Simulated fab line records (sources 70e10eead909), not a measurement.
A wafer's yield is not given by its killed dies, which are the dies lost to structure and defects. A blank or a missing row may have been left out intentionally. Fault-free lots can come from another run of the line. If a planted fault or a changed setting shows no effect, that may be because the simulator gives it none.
Chamber matching -- flow nand harc -- NHARC_A_CONTACT_ETCH_75 on rie diel-04: 4 sister chambers
The step etches the open film in CF4, target depth 39 nm, time 65 s. 4 wafers are shown with their chamber, then 7 later ones without.

== WAFERS WITH THEIR CHAMBER ==
wafer,chamber,drypump motor current A (A)
L083.5,0,5.2
L094.5,1,5.4
L094.1,2,5.7
L094.2,3,6.2

== WAFERS WITHOUT THEIR CHAMBER ==
wafer,drypump motor current A (A)
L094.3,5.2
L093.1,5.2
L093.3,6.2
L093.4,5.7
L095.4,5.4
L095.5,5.3
L095.6,5.7

== WHICH CHAMBER EACH ONE RAN IN ==
wafer,from the rows above,in truth
L094.3,0,0
L093.1,0,0
L093.3,3,3
L093.4,2,2
L095.4,1,1
L095.5,can't be placed: 0 or 1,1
L095.6,2,2
Placed correctly: 6 of 7. Can't be placed from these rows: 1 (the true chamber is among the candidates in 1). Number placed wrongly: 0.
How it was worked out, from the rows above alone: a wafer's distance from a chamber is the root of the sum, over the readings, of the square of ((its reading less the chamber's mean) divided by the reading's scatter). The wafer belongs to the nearest chamber; if the next one is less than 2 further off, it can't be placed. A chamber's mean is the mean of its shown wafers. The scatter: with one shown wafer a chamber, the root of the mean of the squares of how far each hidden wafer lies from its nearest shown one.
